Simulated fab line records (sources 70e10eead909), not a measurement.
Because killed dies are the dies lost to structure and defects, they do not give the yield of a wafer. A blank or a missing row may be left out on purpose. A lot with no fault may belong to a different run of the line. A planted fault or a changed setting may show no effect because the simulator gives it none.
Chamber matching / flow nand-harc / 4 sister chambers for NHARC_A_STAIRCASE_ETCH_253 on rie-diel-02
The step etches the open film in C4F8/O2, target depth 50 nm, time 20.2 s. 16 wafers are shown with their chamber, then 8 later ones without.

## WAFERS PAIRED WITH THEIR CHAMBERS
wafer=L075.2; chamber=1; rf-vpp-V (V)=897; oes-product-au (a.u.)=0.979
wafer=L075.3; chamber=2; rf-vpp-V (V)=891; oes-product-au (a.u.)=0.975
wafer=L075.4; chamber=0; rf-vpp-V (V)=904; oes-product-au (a.u.)=0.968
wafer=L076.1; chamber=2; rf-vpp-V (V)=891; oes-product-au (a.u.)=0.981
wafer=L076.3; chamber=3; rf-vpp-V (V)=905; oes-product-au (a.u.)=0.971
wafer=L076.4; chamber=1; rf-vpp-V (V)=895; oes-product-au (a.u.)=0.983
wafer=L077.1; chamber=0; rf-vpp-V (V)=903; oes-product-au (a.u.)=0.970
wafer=L077.2; chamber=2; rf-vpp-V (V)=893; oes-product-au (a.u.)=0.966
wafer=L077.6; chamber=0; rf-vpp-V (V)=903; oes-product-au (a.u.)=0.968
wafer=L080.1; chamber=1; rf-vpp-V (V)=896; oes-product-au (a.u.)=0.956
wafer=L080.4; chamber=1; rf-vpp-V (V)=895; oes-product-au (a.u.)=0.952
wafer=L080.5; chamber=2; rf-vpp-V (V)=893; oes-product-au (a.u.)=0.956
wafer=L081.2; chamber=1; rf-vpp-V (V)=895; oes-product-au (a.u.)=0.964
wafer=L081.3; chamber=2; rf-vpp-V (V)=891; oes-product-au (a.u.)=0.954
wafer=L081.6; chamber=1; rf-vpp-V (V)=896; oes-product-au (a.u.)=0.951
wafer=L087.1; chamber=2; rf-vpp-V (V)=891; oes-product-au (a.u.)=0.978

SIGNATURES, as means of the wafers listed above
reading=rf-vpp-V; chamber 0=903.33; chamber 1=895.67; chamber 2=891.67; chamber 3=905.00; scatter within a chamber=0.882
reading=oes-product-au; chamber 0=0.96867; chamber 1=0.96417; chamber 2=0.96833; chamber 3=0.97100; scatter within a chamber=0.0116
Rule: for a wafer and a chamber, the distance is found by dividing, reading by reading, the gap between the wafer's reading and the chamber's mean by the reading's scatter, squaring, summing and taking the root. The wafer belongs to the nearest chamber; if the next one is less than 2 further off, it can't be placed. The scatter: the root of (the sum of the squares of (reading less its chamber's mean) over the shown wafers, divided by (wafers less chambers)).

## WAFERS WITHOUT THEIR CHAMBER
wafer=L087.2; rf-vpp-V (V)=905; oes-product-au (a.u.)=0.978
wafer=L087.6; rf-vpp-V (V)=894; oes-product-au (a.u.)=0.985
wafer=L092.4; rf-vpp-V (V)=896; oes-product-au (a.u.)=0.967
wafer=L092.5; rf-vpp-V (V)=904; oes-product-au (a.u.)=0.966
wafer=L092.6; rf-vpp-V (V)=890; oes-product-au (a.u.)=0.947
wafer=L093.1; rf-vpp-V (V)=890; oes-product-au (a.u.)=0.960
wafer=L093.4; rf-vpp-V (V)=895; oes-product-au (a.u.)=0.969
wafer=L093.5; rf-vpp-V (V)=902; oes-product-au (a.u.)=0.957

## WHICH CHAMBER EACH ONE RAN IN
wafer=L087.2; from the rows above=can't be placed: 3 or 0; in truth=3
wafer=L087.6; from the rows above=can't be placed: 1 or 2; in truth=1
wafer=L092.4; from the rows above=1; in truth=1
wafer=L092.5; from the rows above=can't be placed: 0 or 3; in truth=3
wafer=L092.6; from the rows above=2; in truth=2
wafer=L093.1; from the rows above=2; in truth=2
wafer=L093.4; from the rows above=1; in truth=1
wafer=L093.5; from the rows above=can't be placed: 0 or 3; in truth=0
Correct placement for 4 of the 8. Not placeable from these rows: 4 (in 4, the candidates include the true chamber). Number placed wrongly: 0.
